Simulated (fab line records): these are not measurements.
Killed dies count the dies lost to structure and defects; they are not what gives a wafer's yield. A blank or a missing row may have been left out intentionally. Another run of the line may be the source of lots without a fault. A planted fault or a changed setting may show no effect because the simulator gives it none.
Matching of chambers | flow n5_finfet | rie_diel-04 running N5_BEOL_M9_DESCUM_33: 4 sister chambers
The step chemistry O2, time 7 s. 20 wafers are shown with their chamber, then 10 later ones without.

== WAFERS WITH THEIR CHAMBER ==
wafer  | chamber | drypump_motor_current_A (A) | throttle_valve_pct (%) | showerhead_plenum_p_Torr (Torr)
L076.2 | 0       | 5.3                         | 20.36                  | 2.16
L076.3 | 1       | 6.3                         | 19.98                  | 2.14
L076.4 | 3       | 5.9                         | 20.46                  | 1.98
L074.4 | 0       | 5.3                         | 20.31                  | 2.16
L074.5 | 2       | 4.8                         | 20.42                  | 2.17
L074.6 | 3       | 5.9                         | 20.47                  | 1.98
L075.3 | 3       | 5.9                         | 20.46                  | 1.98
L075.4 | 1       | 6.2                         | 19.98                  | 2.14
L075.5 | 1       | 6.2                         | 19.98                  | 2.14
L077.3 | 0       | 5.3                         | 20.34                  | 2.16
L077.4 | 1       | 6.2                         | 19.98                  | 2.14
L077.5 | 1       | 6.2                         | 20.00                  | 2.14
L079.1 | 2       | 4.9                         | 20.44                  | 2.16
L079.3 | 1       | 6.2                         | 19.99                  | 2.14
L079.4 | 1       | 6.2                         | 19.99                  | 2.14
L084.3 | 1       | 6.3                         | 20.00                  | 2.14
L084.4 | 2       | 4.9                         | 20.44                  | 2.16
L084.6 | 0       | 5.3                         | 20.38                  | 2.15
L085.1 | 2       | 4.9                         | 20.46                  | 2.16
L085.3 | 3       | 5.9                         | 20.07                  | 2.24

SIGNATURES (averages over the wafers above)
reading                  | chamber 0 | chamber 1 | chamber 2 | chamber 3 | scatter within a chamber
drypump_motor_current_A  | 5.300     | 6.225     | 4.875     | 5.900     | 0.0375
throttle_valve_pct       | 20.3475   | 19.9875   | 20.4400   | 20.3650   | 0.0866
showerhead_plenum_p_Torr | 2.1575    | 2.1400    | 2.1625    | 2.0450    | 0.0564
Rule: for each reading, subtract the chamber's mean from the wafer's reading, divide by that reading's scatter and square the result; add these up over the readings and take the root, which gives the wafer's distance from the chamber. If the next closest chamber is less than 2 further off than the closest, the wafer can't be placed; otherwise it belongs to the closest. The scatter: take each reading less its chamber's mean, square it, sum over the shown wafers, divide by the number of wafers less the number of chambers, and take the root.

== WAFERS WHOSE CHAMBER IS MISSING ==
wafer  | drypump_motor_current_A (A) | throttle_valve_pct (%) | showerhead_plenum_p_Torr (Torr)
L085.5 | 6.3                         | 20.01                  | 2.14
L088.1 | 6.3                         | 20.03                  | 2.13
L088.2 | 5.3                         | 20.38                  | 2.14
L088.5 | 4.9                         | 20.50                  | 2.15
L090.1 | 4.9                         | 20.47                  | 2.15
L090.4 | 5.9                         | 20.11                  | 2.23
L090.5 | 6.3                         | 20.03                  | 2.13
L094.3 | 5.9                         | 20.10                  | 2.23
L094.4 | 6.3                         | 20.04                  | 2.13
L094.6 | 5.3                         | 20.40                  | 2.14

== THE CHAMBER EACH PASSED THROUGH ==
wafer  | from the rows above | in truth
L085.5 | 1                   | 1
L088.1 | 1                   | 1
L088.2 | 0                   | 0
L088.5 | 2                   | 2
L090.1 | 2                   | 2
L090.4 | 3                   | 3
L090.5 | 1                   | 1
L094.3 | 3                   | 3
L094.4 | 1                   | 1
L094.6 | 0                   | 0
Placed correctly: 10 of 10. Not placeable from these rows: 0. 0 placed wrongly.
